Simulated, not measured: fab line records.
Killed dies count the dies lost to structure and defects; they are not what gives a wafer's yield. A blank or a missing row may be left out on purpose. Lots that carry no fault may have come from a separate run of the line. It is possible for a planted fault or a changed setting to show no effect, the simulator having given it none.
Which tool is to blame?	flow n5-finfet	8 lots, 24 wafers sampled, at 6 steps of a route of 1938

WHAT THE GAUGES READ, wafer by wafer
N5_BEOL_M0_CUTY_CD_MEAS_57: the cd target is 200 nm.
lot	measured	on	cd-nm (nm)
L954	day 6 01:40	cd-sem-01	199.7 200.2 200.7
L955	day 6 09:48	cd-sem-01	202.2 200.8 201.2
L956	day 6 12:40	cd-sem-03	198.0 200.4 198.0
L960	day 7 12:07	cd-sem-02	200.3 200.7 200.4
L962	day 8 02:11	cd-sem-01	199.8 200.1 198.7
L964	day 8 22:26	cd-sem-01	199.6 199.4 201.1
L966	day 9 03:28	cd-sem-03	201.1 201.2 200.7
L976	day 11 12:15	cd-sem-03	148.1 201.6 200.7

N5_BEOL_M4_RC_MEAS_101.
lot	measured	on	DIBL_N (mV/V)	DIBL_P (mV/V)	IOFF_N (nA/um)	IOFF_P (nA/um)	ION_N (uA/um)	ION_P (uA/um)	SS_N (mV/dec)	SS_P (mV/dec)	VT_N (mV)	VT_P (mV)
L954	day 8 03:50	prober-01	39.8 37.9 39.4	37.1 35.5 36.5	0.20 0.17 0.19	0.26 0.24 0.25	678 679 666	469 473 460	72.1 71.9 72.7	73.7 73.5 73.9	249 247 247	-245 -246 -246
L955	day 8 11:43	prober-02	35.4 36.8 38.4	36.4 37.3 40.0	0.17 0.20 0.23	0.22 0.23 0.28	661 678 680	459 460 461	72.0 72.4 72.7	74.1 74.3 74.9	250 245 243	-251 -250 -248
L956	day 8 13:08	prober-01	36.6 34.7 35.2	35.8 33.8 33.3	0.18 0.14 0.14	0.21 0.18 0.17	674 670 664	458 463 452	71.9 71.7 71.7	73.5 73.2 72.9	249 250 251	-251 -254 -253
L960	day 9 20:33	prober-02	38.0 39.1 40.2	36.7 37.5 38.5	0.17 0.18 0.21	0.23 0.24 0.26	659 674 673	459 465 461	72.0 72.2 72.8	73.5 73.8 73.4	249 248 245	-247 -248 -247
L962	day 10 02:48	prober-02	34.4 35.4 32.6	35.1 35.9 33.4	0.13 0.15 0.11	0.19 0.21 0.16	663 678 666	456 470 461	70.9 71.0 70.7	72.4 73.1 72.5	252 249 252	-252 -249 -252
L964	day 11 02:38	prober-02	38.5 32.7 37.1	40.2 32.7 37.2	0.19 0.10 0.17	0.22 0.13 0.18	668 649 660	455 448 448	71.9 70.5 72.6	73.7 71.0 72.8	248 256 251	-253 -255 -255
L966	day 11 02:44	prober-01	40.5 42.0 40.0	39.9 42.1 37.6	0.23 0.27 0.20	0.26 0.30 0.21	696 694 666	469 470 452	72.1 73.8 73.2	74.7 74.8 73.8	244 246 249	-249 -244 -251
L976	day 13 12:25	prober-02	36.7 36.5	37.2 36.3	0.17 0.16	0.27 0.23	686 678	478 467	71.8 71.5	73.5 74.0	247 249	-245 -246

WHICH TOOL RAN EACH LOT (tool, then ch and the chambers of the sampled wafers, then the start)
lot	N5_BEOL_M0_SAQP_MANDREL2_REMOVE_110	N5_BEOL_M0_SAQP_CUT_ETCH_46	N5_BEOL_M0_CUTY_EXPOSE_54	N5_BEOL_M0_ETCH_128
L954	rie-si-06 ch 0,1,3, day 5 23:29	rie-diel-05 ch 0,1,3, day 6 00:10	arfi-scanner-03 ch 0, day 6 01:32	rie-diel-02 ch 2,3, day 6 04:45
L955	rie-si-04 ch 1,2,3, day 6 07:53	rie-diel-05 ch 0,1,2, day 6 08:31	arfi-scanner-02 ch 0, day 6 09:41	rie-diel-01 ch 0,2,3, day 6 15:11
L956	rie-si-06 ch 0,1,3, day 6 10:50	rie-diel-03 ch 0,3, day 6 11:27	arfi-scanner-01 ch 0, day 6 12:32	rie-diel-02 ch 0,1,3, day 6 15:07
L960	rie-si-06 ch 1,2,3, day 7 08:24	rie-diel-05 ch 0,1,3, day 7 09:09	arfi-scanner-01 ch 0, day 7 11:59	rie-diel-04 ch 1,2,3, day 7 13:17
L962	rie-si-04 ch 0,2,3, day 8 00:28	rie-diel-03 ch 0,3, day 8 01:05	arfi-scanner-02 ch 0, day 8 02:04	rie-diel-04 ch 0,2, day 8 06:09
L964	rie-si-04 ch 1,2, day 8 20:13	rie-diel-05 ch 1,2,3, day 8 20:57	arfi-scanner-02 ch 0, day 8 22:19	rie-diel-02 ch 0,2,3, day 8 23:40
L966	rie-si-04 ch 0,1,2, day 9 01:22	rie-diel-05 ch 0,3, day 9 01:59	arfi-scanner-03 ch 0, day 9 03:21	rie-diel-02 ch 1,2,3, day 9 05:59
L976	rie-si-04 ch 0,2,3, day 11 09:05	rie-diel-06 ch 1,2,3, day 11 11:01	arfi-scanner-03 ch 0, day 11 12:08	rie-diel-02 ch 1,2, day 11 19:10
- N5_BEOL_M0_SAQP_MANDREL2_REMOVE_110: chemistry HBr/Cl2/O2, target a-Si, stops on SiCN, bt time 10 s.
- N5_BEOL_M0_SAQP_CUT_ETCH_46: etches SOC in N2/H2, target depth 135 nm, overetch 27 nm, time 202.5 s.
- N5_BEOL_M0_CUTY_EXPOSE_54: exposes mask M0 ABLK.
- N5_BEOL_M0_ETCH_128: etches SiCN in CF4/N2, target depth 12 nm, overetch 5.1 nm, time 21.4 s.

WHAT THE TOOLS THEMSELVES READ (means of the sampled wafers that have a number; where no wafer has one, the mark that the record gives instead)
N5_BEOL_M0_SAQP_MANDREL2_REMOVE_110.
lot	tool	drypump-motor-current-A (A)	he-backside-leak-sccm (sccm)	mfc-cl2-sccm (sccm)	oes_o_777_au (a.u.)	oes-product-au (a.u.)	rf-fwd-power-W (W)	throttle-valve-pct (%)
L954	rie-si-06	6.3	2.8	79.90	1.04	1.020	596.6	36.7
L955	rie-si-04	5.7	2.6	80.08	1.02	1.004	599.4	36.9
L956	rie-si-06	6.3	2.8	80.21	1.04	1.022	597.5	36.7
L960	rie-si-06	5.7	2.7	80.34	1.05	1.019	596.7	36.7
L962	rie-si-04	5.7	2.7	79.97	0.99	1.007	598.2	36.8
L964	rie-si-04	5.5	2.5	80.15	1.05	1.007	599.0	36.7
L966	rie-si-04	5.7	2.7	79.90	1.03	1.015	598.1	36.7
L976	rie-si-04	5.7	2.8	80.10	1.00	1.012	600.6	36.8

N5_BEOL_M0_SAQP_CUT_ETCH_46.
lot	tool	drypump-motor-current-A (A)	rf-fwd-power-W (W)	rf-vpp-V (V)	showerhead-plenum-p-Torr (Torr)	throttle-valve-pct (%)
L954	rie-diel-05	5.9	836.3	521.8	2.46	17.90
L955	rie-diel-05	5.7	838.8	522.6	2.52	17.64
L956	rie-diel-03	5.3	836.7	524.2	2.54	18.00
L960	rie-diel-05	5.9	837.0	524.7	2.56	17.76
L962	rie-diel-03	5.3	839.6	524.2	2.53	18.03
L964	rie-diel-05	5.8	838.2	526.4	2.60	17.68
L966	rie-diel-05	6.0	838.7	525.9	2.62	17.92
L976	rie-diel-06	5.7	837.2	525.3	2.58	17.95

N5_BEOL_M0_CUTY_EXPOSE_54.
lot	tool	reticle-temp-C (C)	stage-vel-mm-s (mm/s)
L954	arfi-scanner-03	22.95	500.11
L955	arfi-scanner-02	22.79	500.18
L956	arfi-scanner-01	23.01	499.72
L960	arfi-scanner-01	23.05	500.16
L962	arfi-scanner-02	22.99	499.94
L964	arfi-scanner-02	23.08	500.07
L966	arfi-scanner-03	22.95	499.99
L976	arfi-scanner-03	22.90	500.13

N5_BEOL_M0_ETCH_128.
lot	tool	drypump-motor-current-A (A)	mfc-ar-sccm (sccm)	oes-product-au (a.u.)	rf-fwd-power-W (W)	rf-vpp-V (V)	showerhead-plenum-p-Torr (Torr)	throttle-valve-pct (%)
L954	rie-diel-02	5.9	100.1	0.53	426.3	382.5	2.25	15.3
L955	rie-diel-01	6.0	100.2	0.51	425.5	382.8	2.20	15.7
L956	rie-diel-02	5.9	100.1	0.54	425.8	383.1	2.25	15.5
L960	rie-diel-04	5.7	99.6	0.51	426.7	382.5	2.20	15.7
L962	rie-diel-04	5.6	99.9	0.53	425.9	383.5	2.27	15.5
L964	rie-diel-02	5.8	100.2	0.51	425.5	383.4	2.23	15.4
L966	rie-diel-02	6.0	100.0	0.54	427.1	384.0	2.25	15.4
L976	rie-diel-02	6.1	99.8	0.54	425.9	383.2	2.23	15.3

THE ANSWER, worked out from the rows above alone
Rule: the usual values come from the lots themselves. Put in order of their means at a reading, lots are off if they are a third of the lots or fewer, leave a main group of 4 or more, and stand apart from it by a gap of 3 or more times the standard deviation of the main group's means; of several such gaps the widest counts. A main group is skipped when, at the precision printed for the reading in the tables above, its means are all equal. Also off: a lot with no number at a reading for which 4 or more lots have one. The other lots that the step has rows for count as sound. After the gauges, taken in route order, come the tools' own readings; for these a lot's mean is taken, as printed above. At the first step where some lot is off, the reading lying furthest off is the one used; lots without a number count as furthest.
Off at N5_BEOL_M0_CUTY_CD_MEAS_57 (cd-nm): L976. Main group: mean 200.2 nm, sd 0.81.
A tool fits if, at a process step before that reading, it ran every lot that is off, and no sound lot after the first of them. Those tools and the gauges at N5_BEOL_M0_CUTY_CD_MEAS_57 are tried in the same way. Can't be told from this: 4 tools fit, rie-si-04 at N5_BEOL_M0_SAQP_MANDREL2_REMOVE_110, rie-diel-06 at N5_BEOL_M0_SAQP_CUT_ETCH_46, arfi-scanner-03 at N5_BEOL_M0_CUTY_EXPOSE_54, cd-sem-03 at N5_BEOL_M0_CUTY_CD_MEAS_57.

WHAT WAS PUT IN BY THE SIMULATOR
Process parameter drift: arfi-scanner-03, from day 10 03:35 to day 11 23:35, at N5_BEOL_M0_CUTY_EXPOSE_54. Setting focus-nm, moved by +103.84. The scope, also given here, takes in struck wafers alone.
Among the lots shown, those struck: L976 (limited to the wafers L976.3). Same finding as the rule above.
